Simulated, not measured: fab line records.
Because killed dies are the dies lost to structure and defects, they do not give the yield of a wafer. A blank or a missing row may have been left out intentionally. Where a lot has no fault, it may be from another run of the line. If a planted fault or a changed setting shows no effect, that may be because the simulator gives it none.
What tool caused it? -- flow n5_finfet -- Sampling: 10 lots, 28 wafers, 5 of 1938 route steps

WHAT THE GAUGES READ, wafer by wafer
N5_BEOL_M8_THK_MEAS_53: measures by xrf.
lot,measured,on,M8_THK (nm)
L171,day 9 13:14,film_metro-01,85.0 81.2 79.7
L178,day 10 18:29,film_metro-01,79.6 79.2 78.4
L177,day 11 07:35,film_metro-02,79.8 78.6 79.4
L179,day 11 08:29,film_metro-01,77.9 81.1
L185,day 12 18:47,film_metro-02,80.4 79.5
L189,day 13 22:22,film_metro-01,79.5 84.8 82.6
L191,day 14 22:04,film_metro-01,83.3 83.1 83.1
L194,day 15 02:48,film_metro-01,80.5 83.1 80.6
L193,day 15 04:22,film_metro-01,80.5 81.5 79.8
L192,day 15 04:11,film_metro-02,81.0 80.5 77.6

WHAT TOOL EACH LOT RAN ON (gives the tool, then ch and the chambers of the sampled wafers, and finally the start)
lot,N5_BEOL_M8_PECVD_70,N5_BEOL_M8_ETCH_66,N5_BEOL_M8_STRIP_36,N5_BEOL_M8_CMP_52
L171,"pecvd-03 ch 0,1, day 9 04:28","rie_diel-04 ch 0,2,3, day 9 10:19","rie_diel-04 ch 0,2,3, day 9 10:28","cmp-01 ch 0,2,3, day 9 12:58"
L178,"pecvd-03 ch 1,2, day 10 12:35","rie_diel-02 ch 0,2, day 10 15:09","rie_diel-02 ch 0,2, day 10 15:19","cmp-03 ch 0,2, day 10 18:14"
L177,"pecvd-04 ch 1,2, day 10 23:54","rie_diel-02 ch 1,2, day 11 04:51","rie_diel-02 ch 1,2, day 11 05:00","cmp-04 ch 0,1,2, day 11 07:19"
L179,"pecvd-03 ch 0,1, day 11 01:05","rie_diel-06 ch 2,3, day 11 05:16","rie_diel-06 ch 2,3, day 11 05:25","cmp-03 ch 0,3, day 11 08:16"
L185,"pecvd-03 ch 0,2, day 12 07:26","rie_diel-02 ch 1, day 12 16:07","rie_diel-02 ch 1, day 12 16:16","cmp-04 ch 2, day 12 18:31"
L189,"pecvd-04 ch 0,1,2, day 13 15:46","rie_diel-02 ch 0,1,3, day 13 18:37","rie_diel-02 ch 0,1,3, day 13 18:46","cmp-04 ch 1,2,3, day 13 22:07"
L191,"pecvd-03 ch 0,2, day 14 16:15","rie_diel-06 ch 1,3, day 14 18:59","rie_diel-06 ch 1,3, day 14 19:08","cmp-04 ch 2,3, day 14 21:49"
L194,"pecvd-04 ch 0,2, day 14 20:23","rie_diel-04 ch 1,2,3, day 14 22:31","rie_diel-04 ch 1,2,3, day 14 22:40","cmp-03 ch 1,2,3, day 15 02:32"
L193,"pecvd-04 ch 0,1,2, day 14 21:33","rie_diel-02 ch 1,2, day 15 01:13","rie_diel-02 ch 1,2, day 15 01:22","cmp-03 ch 1,2, day 15 04:07"
L192,"pecvd-01 ch 1,2, day 14 22:40","rie_diel-04 ch 0,1,2, day 15 01:23","rie_diel-04 ch 0,1,2, day 15 01:32","cmp-04 ch 0,1,3, day 15 03:58"
- N5_BEOL_M8_PECVD_70: deposits SiO2 from TEOS/O2, target thk 20 nm, time 22.7 s.
- N5_BEOL_M8_ETCH_66: etches SOC in N2/H2, target depth 80 nm, overetch 16 nm, time 120 s.
- N5_BEOL_M8_STRIP_36: strips in N2/H2.
- N5_BEOL_M8_CMP_52: polishes, stops on SiCOH lowk, t overpolish 6.9 s, target thk 80 nm.

THE ANSWER, worked out from the rows above alone
Rule: the lots themselves supply what counts as usual. Put in order of their means at a reading, lots are off if they are a third of the lots or fewer, leave a main group of 4 or more, and stand apart from it by a gap of 3 or more times the standard deviation of the main group's means; of several such gaps the widest counts. The tables above print the reading to a certain number of digits; a main group whose means all agree to those digits is not used. A lot without any number at a reading at which 4 lots or more have one is off too. The other lots that the step has rows for count as sound.
None of the lots is off at any reading shown; this tells nothing.

WHAT HAD BEEN PUT IN BY THE SIMULATOR
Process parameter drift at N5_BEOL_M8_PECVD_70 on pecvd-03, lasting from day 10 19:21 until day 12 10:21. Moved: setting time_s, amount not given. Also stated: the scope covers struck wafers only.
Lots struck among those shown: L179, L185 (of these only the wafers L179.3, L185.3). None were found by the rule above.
